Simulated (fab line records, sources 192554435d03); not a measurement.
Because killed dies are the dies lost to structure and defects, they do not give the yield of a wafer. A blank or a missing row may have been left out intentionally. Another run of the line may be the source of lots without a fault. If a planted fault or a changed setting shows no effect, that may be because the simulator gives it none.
Matching of chambers | flow n5 finfet | 4 sister chambers for N5_SDB_HM_OPEN_20 on rie diel-02
The step chemistry CH3F/O2, target SiNx, stops on poly-Si, target depth 24 nm. 4 wafers are shown with their chamber, then 11 later ones without.

## WAFERS WITH THEIR CHAMBER
wafer  | chamber | drypump motor current A (A)
L086.4 | 3       | 5.7
L091.5 | 1       | 5.2
L091.6 | 2       | 6.2
L093.2 | 0       | 5.8

## WAFERS WHOSE CHAMBER IS MISSING
wafer  | drypump motor current A (A)
L093.4 | 5.2
L093.6 | 5.2
L092.1 | 5.7
L092.2 | 5.2
L092.3 | 6.2
L094.3 | 5.2
L094.5 | 6.2
L094.6 | 5.2
L097.1 | 5.6
L097.3 | 5.2
L097.6 | 5.8

## WHICH CHAMBER EACH WENT THROUGH
wafer  | from the rows above | in truth
L093.4 | 1                   | 1
L093.6 | 1                   | 1
L092.1 | 3                   | 3
L092.2 | 1                   | 1
L092.3 | 2                   | 2
L094.3 | 1                   | 1
L094.5 | 2                   | 2
L094.6 | 1                   | 1
L097.1 | 3                   | 3
L097.3 | 1                   | 1
L097.6 | 0                   | 0
Correct placement for 11 of the 11. Can't be placed from these rows: 0. 0 placed wrongly.
How it was worked out, from the rows above alone: a wafer's distance from a chamber is the root of the sum, over the readings, of the square of ((its reading less the chamber's mean) divided by the reading's scatter). The wafer belongs to the nearest chamber; if the next one is less than 2 further off, it can't be placed. For every chamber, the mean is computed from those of its wafers that are shown. The scatter: with one shown wafer a chamber, the root of the mean of the squares of how far each hidden wafer lies from its nearest shown one.
